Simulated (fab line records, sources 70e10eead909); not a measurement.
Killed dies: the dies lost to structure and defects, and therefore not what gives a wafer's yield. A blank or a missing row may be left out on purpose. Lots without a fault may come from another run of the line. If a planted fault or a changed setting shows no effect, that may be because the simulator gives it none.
Which of the tools did it? || flow nand-harc || Sampling: 14 lots, 41 wafers, 5 of 1302 route steps

WHAT EACH GAUGE READ, for each wafer
NHARC_A_CONTACT_CD_MEAS_80. Usual: 289.4 nm for cd-nm, sd 0.83.
{"lot": "L848", "measured": "day 21 12:29", "on": "cd-sem-03", "cd-nm (nm)": "290.1 291.6 290.4", "flag": ""}
{"lot": "L849", "measured": "day 22 11:52", "on": "cd-sem-03", "cd-nm (nm)": "287.3 288.0 287.2", "flag": ""}
{"lot": "L850", "measured": "day 22 13:32", "on": "cd-sem-03", "cd-nm (nm)": "289.8 288.1 288.5", "flag": ""}
{"lot": "L851", "measured": "day 23 18:37", "on": "cd-sem-03", "cd-nm (nm)": "289.5 288.3 289.1", "flag": ""}
{"lot": "L852", "measured": "day 23 19:59", "on": "cd-sem-01", "cd-nm (nm)": "289.2 290.4 289.8", "flag": ""}
{"lot": "L854", "measured": "day 24 11:44", "on": "cd-sem-03", "cd-nm (nm)": "289.3 289.2 288.4", "flag": ""}
{"lot": "L855", "measured": "day 25 12:43", "on": "cd-sem-02", "cd-nm (nm)": "288.4 288.5 289.1", "flag": ""}
{"lot": "L859", "measured": "day 26 17:56", "on": "cd-sem-03", "cd-nm (nm)": "290.3 289.7", "flag": ""}
{"lot": "L861", "measured": "day 27 08:23", "on": "cd-sem-02", "cd-nm (nm)": "289.8 289.9 289.8", "flag": ""}
{"lot": "L867", "measured": "day 29 13:46", "on": "cd-sem-03", "cd-nm (nm)": "290.2 290.1 290.3", "flag": ""}
{"lot": "L868", "measured": "day 29 20:06", "on": "cd-sem-01", "cd-nm (nm)": "288.8 288.5 288.5", "flag": ""}
{"lot": "L869", "measured": "day 30 13:58", "on": "cd-sem-01", "cd-nm (nm)": "290.1 289.4 290.0", "flag": ""}
{"lot": "L870", "measured": "day 30 14:37", "on": "cd-sem-03", "cd-nm (nm)": "290.9 291.5 290.4", "flag": ""}
{"lot": "L871", "measured": "day 31 09:43", "on": "cd-sem-01", "cd-nm (nm)": "289.7 289.2 289.2", "flag": ""}

NHARC_A_CONTACT_INSPECT_10. Usual: 82 for raw-defect-count, sd 39.
{"lot": "L848", "measured": "day 21 19:25", "on": "defect-inspect-02", "raw-defect-count": "67 53 61", "flag": ""}
{"lot": "L849", "measured": "day 22 15:17", "on": "defect-inspect-01", "raw-defect-count": "60 60 56", "flag": ""}
{"lot": "L850", "measured": "day 22 17:05", "on": "defect-inspect-01", "raw-defect-count": "139 148 170", "flag": ""}
{"lot": "L851", "measured": "day 23 23:29", "on": "defect-inspect-02", "raw-defect-count": "31 42 16", "flag": ""}
{"lot": "L852", "measured": "day 24 00:53", "on": "defect-inspect-02", "raw-defect-count": "138 143 140", "flag": ""}
{"lot": "L854", "measured": "day 24 18:32", "on": "defect-inspect-01", "raw-defect-count": "115 133 136", "flag": ""}
{"lot": "L855", "measured": "day 25 16:22", "on": "defect-inspect-02", "raw-defect-count": "37 25 26", "flag": ""}
{"lot": "L859", "measured": "day 27 00:03", "on": "defect-inspect-01", "raw-defect-count": "32 14", "flag": ""}
{"lot": "L861", "measured": "day 27 12:53", "on": "defect-inspect-02", "raw-defect-count": "75 69 72", "flag": ""}
{"lot": "L867", "measured": "day 29 17:17", "on": "defect-inspect-01", "raw-defect-count": "55 56 69", "flag": ""}
{"lot": "L868", "measured": "day 29 23:44", "on": "defect-inspect-01", "raw-defect-count": "126 115 120", "flag": ""}
{"lot": "L869", "measured": "day 30 19:06", "on": "defect-inspect-02", "raw-defect-count": "81 81 80", "flag": ""}
{"lot": "L870", "measured": "day 30 20:49", "on": "defect-inspect-01", "raw-defect-count": "74 81 74", "flag": ""}
{"lot": "L871", "measured": "day 31 13:08", "on": "defect-inspect-01", "raw-defect-count": "137 120 125", "flag": ""}

NHARC_END_SORT_01. Usual: killed-at-array 52, standard deviation 18; killed-at-other 1.0, standard deviation 1.4; killed-at-periphery 3.1, standard deviation 2.3; killed-dies 56, standard deviation 17; killed-open 3.0, standard deviation 1.7; killed-short 2.5, standard deviation 1.7.
{"lot": "L859", "measured": "day 29 04:56", "on": "prober-02", "killed-at-array": "28 19", "killed-at-other": "6 5", "killed-at-periphery": "1 4", "killed-dies": "35 28", "killed-open": "3 3", "killed-short": "0 5", "flag": "OFF"}
{"lot": "L861", "measured": "day 29 19:25", "on": "prober-01", "killed-at-array": "58 54 46", "killed-at-other": "0 0 0", "killed-at-periphery": "4 8 3", "killed-dies": "62 62 49", "killed-open": "5 3 5", "killed-short": "3 4 3", "flag": ""}
{"lot": "L867", "measured": "day 31 20:50", "on": "prober-02", "killed-at-array": 36, "killed-at-other": 1, "killed-at-periphery": 9, "killed-dies": 46, "killed-open": 1, "killed-short": 3, "flag": ""}
{"lot": "L869", "measured": "day 33 05:18", "on": "prober-02", "killed-at-array": "52 59 56", "killed-at-other": "1 0 0", "killed-at-periphery": "2 0 3", "killed-dies": "55 59 59", "killed-open": "2 0 6", "killed-short": "3 2 4", "flag": ""}

EACH LOT AND THE TOOL THAT RAN IT (in order: tool; ch and the chambers of the sampled wafers; start)
{"lot": "L848", "NHARC_A_CONTACT_ETCH_132": "har-cap-etch-02 ch 0,1, day 21 11:23", "NHARC_A_CONTACT_SOFTBAKE_03": "litho-track-06 ch 0, day 21 18:00"}
{"lot": "L849", "NHARC_A_CONTACT_ETCH_132": "har-cap-etch-03 ch 0,1, day 22 10:41", "NHARC_A_CONTACT_SOFTBAKE_03": "litho-track-06 ch 0, day 22 14:00"}
{"lot": "L850", "NHARC_A_CONTACT_ETCH_132": "har-cap-etch-01 ch 0,1, day 22 12:21", "NHARC_A_CONTACT_SOFTBAKE_03": "litho-track-01 ch 0, day 22 16:00"}
{"lot": "L851", "NHARC_A_CONTACT_ETCH_132": "har-cap-etch-02 ch 0,1, day 23 17:26", "NHARC_A_CONTACT_SOFTBAKE_03": "litho-track-04 ch 0, day 23 22:00"}
{"lot": "L852", "NHARC_A_CONTACT_ETCH_132": "har-cap-etch-03 ch 0, day 23 18:49", "NHARC_A_CONTACT_SOFTBAKE_03": "litho-track-01 ch 0, day 24 00:00"}
{"lot": "L854", "NHARC_A_CONTACT_ETCH_132": "har-cap-etch-02 ch 0,1, day 24 10:36", "NHARC_A_CONTACT_SOFTBAKE_03": "litho-track-04 ch 0, day 24 17:00"}
{"lot": "L855", "NHARC_A_CONTACT_ETCH_132": "har-cap-etch-01 ch 0,1, day 25 11:32", "NHARC_A_CONTACT_SOFTBAKE_03": "litho-track-04 ch 0, day 25 15:00"}
{"lot": "L859", "NHARC_A_CONTACT_ETCH_132": "har-cap-etch-02 ch 0, day 26 16:45", "NHARC_A_CONTACT_SOFTBAKE_03": "litho-track-04 ch 0, day 26 23:00"}
{"lot": "L861", "NHARC_A_CONTACT_ETCH_132": "har-cap-etch-03 ch 0,1, day 27 07:14", "NHARC_A_CONTACT_SOFTBAKE_03": "litho-track-06 ch 0, day 27 12:00"}
{"lot": "L867", "NHARC_A_CONTACT_ETCH_132": "har-cap-etch-02 ch 0,1, day 29 12:35", "NHARC_A_CONTACT_SOFTBAKE_03": "litho-track-01 ch 0, day 29 16:00"}
{"lot": "L868", "NHARC_A_CONTACT_ETCH_132": "har-cap-etch-03 ch 0,1, day 29 18:42", "NHARC_A_CONTACT_SOFTBAKE_03": "litho-track-06 ch 0, day 29 23:00"}
{"lot": "L869", "NHARC_A_CONTACT_ETCH_132": "har-cap-etch-01 ch 0,1, day 30 12:49", "NHARC_A_CONTACT_SOFTBAKE_03": "litho-track-04 ch 0, day 30 18:00"}
{"lot": "L870", "NHARC_A_CONTACT_ETCH_132": "har-cap-etch-03 ch 1, day 30 13:23", "NHARC_A_CONTACT_SOFTBAKE_03": "litho-track-01 ch 0, day 30 20:00"}
{"lot": "L871", "NHARC_A_CONTACT_ETCH_132": "har-cap-etch-01 ch 0,1, day 31 08:34", "NHARC_A_CONTACT_SOFTBAKE_03": "litho-track-01 ch 0, day 31 12:00"}
- NHARC_A_CONTACT_ETCH_132: etches the open film in C4F8/O2/Ar, time 197 s, target depth 1924 nm.
- NHARC_A_CONTACT_SOFTBAKE_03: time 55 s.

AS READ BY THE TOOLS THEMSELVES (means over the sampled wafers that have a number; for cases with no such wafer, the mark the record gives instead)
NHARC_A_CONTACT_SOFTBAKE_03. Usual: 188.46 W for heater-power-total-W, sd 0.15.
{"lot": "L848", "tool": "litho-track-06", "heater-power-total-W (W)": 188.41, "flag": ""}
{"lot": "L849", "tool": "litho-track-06", "heater-power-total-W (W)": 188.45, "flag": ""}
{"lot": "L850", "tool": "litho-track-01", "heater-power-total-W (W)": 188.50, "flag": ""}
{"lot": "L851", "tool": "litho-track-04", "heater-power-total-W (W)": 188.42, "flag": ""}
{"lot": "L852", "tool": "litho-track-01", "heater-power-total-W (W)": 188.51, "flag": ""}
{"lot": "L854", "tool": "litho-track-04", "heater-power-total-W (W)": 188.53, "flag": ""}
{"lot": "L855", "tool": "litho-track-04", "heater-power-total-W (W)": 233.27, "flag": "OFF"}
{"lot": "L859", "tool": "litho-track-04", "heater-power-total-W (W)": 255.95, "flag": "OFF"}
{"lot": "L861", "tool": "litho-track-06", "heater-power-total-W (W)": 188.50, "flag": ""}
{"lot": "L867", "tool": "litho-track-01", "heater-power-total-W (W)": 188.36, "flag": ""}
{"lot": "L868", "tool": "litho-track-06", "heater-power-total-W (W)": 188.47, "flag": ""}
{"lot": "L869", "tool": "litho-track-04", "heater-power-total-W (W)": 188.41, "flag": ""}
{"lot": "L870", "tool": "litho-track-01", "heater-power-total-W (W)": 188.46, "flag": ""}
{"lot": "L871", "tool": "litho-track-01", "heater-power-total-W (W)": 188.48, "flag": ""}

THE ANSWER, worked out from the rows above alone
Rule: a lot counts as off when the mean over its wafers that have a number is more than 3 standard deviations away from the usual mean. A lot without any number at a reading at which 4 lots or more have one is off too. The other lots that the step has rows for count as sound. After the gauges, taken in route order, come the tools' own readings; for these a lot's mean is taken, as printed above. At the first step where some lot is off, the reading lying furthest off is the one used; lots without a number count as furthest.
Off, at NHARC_END_SORT_01 on killed-at-other: L859. Neither off nor sound, because the step has no rows for them: L848, L849, L850, L851, L852, L854, L855, L868, L870, L871.
A tool fits if, at a process step before that reading, it ran every lot that is off, and no sound lot after the first of them. Not tried: the gauges at NHARC_END_SORT_01; whatever is off there is also off at NHARC_A_CONTACT_SOFTBAKE_03, on other tools, and gauge error can't account for it. No candidate that was tried fits.

WHAT THE SIMULATOR PUT IN
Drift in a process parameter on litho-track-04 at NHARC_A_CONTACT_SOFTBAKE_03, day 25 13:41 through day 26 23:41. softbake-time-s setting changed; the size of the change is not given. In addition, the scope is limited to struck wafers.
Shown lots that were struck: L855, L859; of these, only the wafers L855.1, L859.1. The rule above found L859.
